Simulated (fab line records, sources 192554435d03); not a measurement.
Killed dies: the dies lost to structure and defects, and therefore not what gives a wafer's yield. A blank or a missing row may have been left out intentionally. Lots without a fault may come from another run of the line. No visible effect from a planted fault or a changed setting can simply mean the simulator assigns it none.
fab line records	flow n5-finfet	part 2 of 2: steps 5 to 6 of 6
record: lots: 24	wafers: 72	last-day: 18
route steps=1938 shown GATE_CUT@488 MOL_CONTACT_COAG@532
lots that met no fault: taken from a fault-free run of the same line
start-h: start of the lot's first displayed wafer, in hours after the record's first day	wait-h: hours since the lot's step before	" the same as in the row above	L1.1+2: several wafers, shown together as one row	- value missing, or start not given	* or withheld: withheld	< > ~ a bound
route shown NAME@n: NAME is a module with steps in the file, n the number in the route of the first one	usual: mean/standard deviation of fault-free wafers	same: alike in all rows	chamber/n: place in a boat	sites: readings site by site	_std_site: the values' standard deviation	_edge_site: mean of outer sites minus mean of inner sites	radius-mm: for every site, how far away it sits from the centre of the wafer	mask NAME#n: copy n	behind: the tool/chamber that last shaped the wafer	hold: reason for holding the lot/hours on hold/outcome of the hold	device: transistor that didn't switch, given as n, p or np	end of line: the route-end tests of the same wafers	a step without rows: its recipe alone	killed: dies that structure and defects cost at the first sort, which is not the same as the wafer's yield	map: dies across one wafer; x = killed, . = not, _ = none there
set.NAME: the run value of the setting; set.NAME@STEP: its run value at that earlier step	model.NAME: the simulator's own value behind a step, which no gauge read
the route's steps for a sample of lots (tables are steps, rows are wafers)
services: the hour from which a tool's chamber was out of use, counted from the record's first day as start-h (under 0 if before that day), plus the number of hours and why
== steps ==
step: N5_MOL_CONTACT_COAG_ETCH_106
recipe: chemistry: N2/H2	target: SOC	target-depth-a: 800	overetch-a: 160	mask-material: SiARC	temp-c: 40	time-s: 120	ion-energy-ev: 200	pressure-mtorr: 30	source-w: 840	bias-w: 150	n2-flow-sccm: 200	h2-flow-sccm: 200
usual: drypump-motor-current-A: 5.7/0.38	oes-product-au: 0.73/0.079	rf-vpp-V: 524.1/2.3	showerhead-plenum-p-Torr: 2.55/0.078	throttle-valve-pct: 17.82/0.18
lot.wafer	tool	chamber	start-h	wait-h	drypump-motor-current-A	oes-product-au	rf-hours-counter-h	rf-vpp-V	showerhead-plenum-p-Torr	throttle-valve-pct
L074.3	rie-diel-06	1	90.92	0.0	6.2	0.65	184	520.8	2.42	17.93
L074.4	"	0	"	"	5.3	0.68	136	525.1	2.56	18.11
L074.5	"	3	"	"	5.1	0.63	-	525.3	2.60	17.96
L075.2	rie-diel-05	2	92.63	0.0	5.8	0.83	14	521.4	2.49	17.76
L075.3	"	0	"	"	5.7	0.75	64	525.5	2.60	17.55
L075.5	"	3	"	"	6.3	0.63	-	526.2	2.64	18.03
L076.1	rie-diel-05	1	99.41	0.0	5.9	0.86	5	521.5	2.48	17.76
L076.2	"	2	"	"	5.8	0.83	16	523.0	2.49	17.77
L076.4	"	0	"	"	5.7	0.74	66	524.7	2.60	17.55
L077.4	rie-diel-01	2	107.03	0.0	4.9	0.91	-	525.2	2.61	17.56
L077.5	"	3	"	"	5.6	0.63	-	526.5	2.63	17.97
L077.6	"	1	"	"	6.1	0.78	-	525.0	2.56	17.66
L078.2	rie-diel-06	0	110.31	0.0	5.3	0.68	144	523.7	2.56	18.10
L078.3	"	1	"	"	6.1	0.64	192	518.6	2.41	17.93
L078.6	"	0	"	"	5.3	0.67	-	525.2	2.56	18.12
L079.2	rie-diel-06	3	120.98	0.0	5.1	0.63	242	526.3	2.60	17.97
L079.3	"	1	"	"	6.1	0.65	195	520.0	2.41	17.94
L079.4	"	2	"	"	5.3	0.79	36	528.1	2.70	17.64
L080.2	rie-diel-05	0	123.07	0.0	5.8	0.72	74	524.0	2.59	17.58
L080.4	"	3	"	"	6.3	0.62	222	526.3	2.64	18.04
L080.5	"	0	"	"	5.8	0.73	-	525.3	2.59	17.57
L081.2	rie-diel-05	0	136.10	0.0	5.7	0.73	80	523.9	2.59	17.57
L081.5	"	1	"	"	5.9	0.83	-	523.0	2.47	17.80
L081.6	"	2	"	"	5.8	0.81	-	521.4	2.48	17.80
L082.1	rie-diel-05	0	138.70	0.0	5.7	0.72	81	526.3	2.59	17.56
L082.2	"	2	"	"	5.8	0.80	32	522.9	2.48	17.81
L082.6	"	2	"	"	5.8	0.80	-	522.9	2.48	17.81
L083.4	rie-diel-05	1	142.82	0.0	5.9	0.82	22	522.9	2.47	17.79
L083.5	"	0	"	"	5.7	0.73	-	525.3	2.59	17.58
L083.6	"	3	"	"	6.3	0.61	-	525.4	2.63	18.06
L084.2	rie-diel-05	2	155.71	0.0	5.8	0.78	42	520.9	2.48	17.81
L084.4	"	1	"	"	5.9	0.80	29	522.9	2.47	17.81
L084.6	"	0	"	"	5.7	0.71	-	525.6	2.59	17.60
L085.1	rie-diel-01	1	157.16	0.0	6.1	0.75	74	524.2	2.55	17.72
L085.4	"	0	"	"	5.4	0.77	58	523.4	2.56	17.58
L085.5	"	0	"	"	5.4	0.78	-	525.5	2.56	17.57
L086.1	rie-diel-06	2	163.50	0.0	5.3	0.78	43	529.1	2.69	17.64
L086.4	"	1	"	"	6.2	0.64	-	521.9	2.41	17.94
L086.6	"	2	"	"	5.3	0.78	-	526.6	2.69	17.62
L087.1	rie-diel-05	1	169.35	0.0	5.9	0.80	32	521.3	2.47	17.83
L087.2	"	3	"	"	6.3	0.61	242	525.4	2.63	18.09
L087.3	"	0	"	"	5.7	0.71	93	524.3	2.59	17.59
L088.1	rie-diel-06	2	171.92	0.0	5.3	0.77	47	528.6	2.69	17.62
L088.3	"	1	"	"	6.2	0.64	206	518.4	2.41	17.96
L088.4	"	2	"	"	5.3	0.77	-	527.7	2.69	17.65
L089.4	rie-diel-05	1	177.36	0.0	5.9	0.79	36	522.2	2.47	17.83
L089.5	"	2	"	"	5.8	0.79	-	522.1	2.48	17.83
L089.6	"	3	"	"	6.3	0.61	-	525.9	2.63	18.08
L090.1	rie-diel-05	2	184.52	0.0	5.8	0.78	51	522.4	2.47	17.83
L090.2	"	1	"	"	5.9	0.79	38	522.1	2.47	17.84
L090.3	"	3	"	"	6.3	0.61	247	525.4	2.62	18.09
L091.1	rie-diel-05	2	189.81	0.0	5.8	0.78	52	521.6	2.47	17.85
L091.3	"	3	"	"	6.3	0.61	248	526.7	2.62	18.12
L091.6	"	0	"	"	5.7	0.71	-	524.5	2.58	17.60
L092.1	rie-diel-01	0	198.47	0.0	5.4	0.76	72	524.0	2.56	17.61
L092.4	"	1	"	"	6.2	0.74	89	524.9	2.55	17.74
L092.5	"	0	"	"	5.4	0.76	-	524.8	2.56	17.60
L093.1	rie-diel-05	0	204.35	0.0	5.8	0.70	105	524.4	2.58	17.63
L093.4	"	1	"	"	5.9	0.79	-	522.2	2.46	17.83
L093.6	"	2	"	"	5.8	0.76	-	522.2	2.47	17.86
L094.2	rie-diel-06	2	208.89	0.0	5.3	0.76	62	526.9	2.69	17.67
L094.3	"	1	"	"	6.1	0.63	221	519.0	2.40	17.97
L094.6	"	1	"	"	6.1	0.64	-	520.7	2.40	17.97
L095.2	rie-diel-01	1	219.24	0.0	6.1	0.73	97	525.2	2.54	17.76
L095.4	"	3	"	"	5.6	0.60	238	525.4	2.61	18.06
L095.5	"	2	"	"	4.9	0.81	-	524.0	2.59	17.63
L097.2	rie-diel-01	0	229.56	0.0	5.4	0.75	82	526.2	2.55	17.62
L097.3	"	2	"	"	4.9	0.79	45	526.7	2.59	17.64
L097.5	"	0	"	"	5.4	0.76	-	523.7	2.55	17.62
L096.3	rie-diel-05	3	229.84	0.0	6.3	0.83	7	525.5	2.62	17.72
L096.4	"	0	"	"	5.7	0.69	116	525.4	2.58	17.62
L096.6	"	2	"	"	5.8	0.75	-	522.0	2.47	17.87
step: N5_MOL_CONTACT_COAG_CMP_23
recipe: stop-on: SiO2	t-overpolish-s: 1.5	post-cmp-clean: cu-alkaline	down-force-psi: 2	platen-rpm: 50.289	pad-velocity-m-s: 1.0006	target-thk-nm: 0
usual: motor-current-A: 7.7/0.74	overpolish-run-s: 1.499/0.0083	retaining-ring-pressure-frac: 1.000/0.0049	slurry-flow-ml-min: 150.0/0.45	time-to-endpoint-s: 10.8/2.4
lot.wafer	tool	chamber	start-h	wait-h	motor-current-A	overpolish-run-s	retaining-ring-pressure-frac	slurry-flow-ml-min	time-to-endpoint-s
L074.4	cmp-04	2	95.55	0.0	7.1	1.508	0.999	150.1	9.4
L074.3	"	1	"	"	8.9	1.495	0.999	150.0	13.4
L074.5	"	3	"	"	8.5	1.504	1.006	150.2	15.0
L075.2	cmp-04	1	96.46	0.0	8.7	1.495	1.001	149.4	12.8
L075.3	"	3	"	"	7.7	1.480	0.997	149.6	13.8
L075.5	"	1	"	"	8.3	1.500	1.002	150.1	12.1
L076.4	cmp-04	3	105.66	0.1	7.9	1.504	1.001	150.3	9.7
L076.1	"	0	"	"	7.8	1.494	1.002	150.1	9.0
L076.2	"	1	"	"	9.3	1.510	1.004	150.2	9.5
L077.4	cmp-04	2	112.34	0.0	7.3	1.501	1.009	150.3	4.9
L077.5	"	2	"	"	6.9	1.501	1.005	150.0	6.4
L077.6	"	3	"	"	8.0	1.507	0.998	150.6	12.6
L078.3	cmp-01	2	114.58	0.1	8.7	1.509	1.000	150.0	8.4
L078.2	"	3	"	"	7.5	1.490	0.990	150.2	9.1
L078.6	"	1	"	"	8.1	1.510	0.999	149.8	9.8
L079.4	cmp-04	3	125.79	0.0	8.2	1.489	0.999	150.1	13.3
L079.3	"	1	"	"	9.0	1.497	0.997	150.5	13.3
L079.2	"	2	"	"	7.2	1.516	1.001	149.6	9.0
L080.4	cmp-02	0	129.58	0.1	8.2	1.506	1.009	148.6	11.9
L080.2	"	2	"	"	6.2	1.496	1.006	150.3	12.7
L080.5	"	0	"	"	8.0	1.491	0.996	148.9	11.6
L081.2	cmp-02	3	141.15	0.1	7.0	1.511	0.988	150.0	15.2
L081.6	"	2	"	"	6.4	1.494	1.003	149.7	11.1
L081.5	"	3	"	"	7.4	1.501	0.993	150.5	13.2
L082.2	cmp-04	1	143.79	0.1	8.7	1.514	1.000	150.1	12.1
L082.1	"	2	"	"	7.0	1.483	0.998	150.7	8.3
L082.6	"	3	"	"	7.9	1.502	1.000	149.8	9.8
L083.4	cmp-01	0	149.90	0.1	7.8	1.506	0.996	149.8	8.5
L083.5	"	1	"	"	8.6	1.503	1.008	150.0	10.4
L083.6	"	2	"	"	8.9	1.489	1.005	149.9	9.8
L084.2	cmp-04	3	163.68	0.0	7.7	1.505	0.998	149.9	13.4
L084.4	"	1	"	"	8.9	1.496	1.001	149.3	11.7
L084.6	"	3	"	"	8.2	1.502	0.999	149.9	12.6
L085.1	cmp-04	3	163.95	0.1	8.0	1.497	0.997	149.7	10.7
L085.4	"	0	"	"	7.4	1.494	1.001	150.3	4.8
L085.5	"	2	"	"	7.3	1.506	1.006	149.7	6.6
L086.1	cmp-01	1	168.34	0.1	7.6	1.507	1.002	150.3	10.4
L086.4	"	2	"	"	9.1	1.506	1.002	149.3	10.5
L086.6	"	0	"	"	7.8	1.488	1.002	149.8	8.8
L087.1	cmp-02	1	175.22	0.0	7.5	1.509	1.004	149.9	12.0
L087.3	"	2	"	"	6.4	1.501	1.001	150.0	9.6
L087.2	"	0	"	"	7.9	1.493	1.007	150.4	9.4
L088.1	cmp-01	0	175.95	0.2	7.8	1.480	0.990	150.0	12.7
L088.3	"	1	"	"	8.0	1.497	0.991	150.4	10.4
L088.4	"	2	"	"	9.0	1.492	1.001	150.2	13.4
L089.4	cmp-01	3	183.46	0.1	7.9	1.489	0.998	149.9	8.2
L089.6	"	1	"	"	8.1	1.495	1.001	150.2	9.3
L089.5	"	2	"	"	8.8	1.499	0.999	150.6	10.4
L090.3	cmp-01	2	190.27	0.0	8.9	1.496	1.001	150.5	14.3
L090.1	"	3	"	"	7.7	1.502	1.002	149.7	12.3
L090.2	"	0	"	"	7.8	1.495	1.002	150.0	11.2
L091.3	cmp-02	2	196.17	0.0	6.1	1.494	1.011	150.0	9.2
L091.1	"	0	"	"	8.2	1.499	1.002	150.3	8.7
L091.6	"	3	"	"	7.3	1.500	0.996	150.4	15.2
L092.1	cmp-01	0	205.68	0.1	7.9	1.500	0.996	149.4	9.4
L092.4	"	1	"	"	8.2	1.488	0.993	150.5	8.8
L092.5	"	3	"	"	7.3	1.492	1.007	150.1	8.3
L093.4	cmp-02	1	209.87	0.1	7.1	1.490	1.009	149.0	10.4
L093.1	"	3	"	"	7.5	1.510	1.003	150.0	13.9
L093.6	"	1	"	"	6.9	1.490	1.002	149.3	11.9
L094.2	cmp-01	0	214.96	0.1	7.5	1.504	0.993	149.9	12.4
L094.3	"	1	"	"	8.3	1.498	0.991	150.5	13.6
L094.6	"	3	"	"	7.4	1.505	0.992	150.1	11.6
L095.4	cmp-02	3	226.40	0.1	7.2	1.492	1.005	149.5	17.8
L095.2	"	0	"	"	8.0	1.504	1.003	149.9	10.0
L095.5	"	2	"	"	6.3	1.493	1.004	149.3	12.8
L097.2	cmp-02	0	235.79	0.0	7.9	1.494	0.998	150.0	10.5
L097.3	"	1	"	"	7.0	1.495	1.005	149.8	13.6
L097.5	"	1	"	"	7.2	1.493	1.004	150.5	12.3
L096.4	cmp-04	1	236.11	0.2	9.0	1.496	0.998	151.0	11.4
L096.3	"	0	"	"	7.5	1.511	0.999	150.4	6.9
L096.6	"	2	"	"	7.3	1.509	0.998	149.8	8.6
== services ==
tool	chamber	start-h	hours	kind
rie-diel-04	-	69.57	28.1	pm
cmp-04	-	69.77	5.2	pm
cmp-04	-	79.54	0.7	repair
rie-diel-05	1	89.71	3.3	repair
rie-metal-03	0	90.55	4.2	repair
cmp-02	-	95.02	0.8	repair
rie-diel-06	3	100.54	10.5	repair
rie-diel-02	-	102.59	2.8	pm
cmp-04	-	107.29	1.2	repair
rie-metal-01	-	111.09	28.1	pm
cmp-04	-	119.98	2.2	repair
rie-diel-06	-	125.58	28.1	pm
cmp-04	-	128.44	4.0	pm
rie-diel-01	2	128.72	2.3	repair
rie-diel-03	1	144.94	3.3	repair
cmp-02	-	161.40	8.3	pm
cmp-01	-	164.60	2.4	repair
rie-metal-01	1	180.25	2.8	repair
cmp-04	-	185.04	3.2	repair
cmp-02	-	201.77	6.7	pm
cmp-02	-	209.12	0.2	repair
cmp-01	-	220.21	6.4	pm
rie-diel-06	3	225.92	16.6	repair
cmp-01	-	231.02	3.8	repair
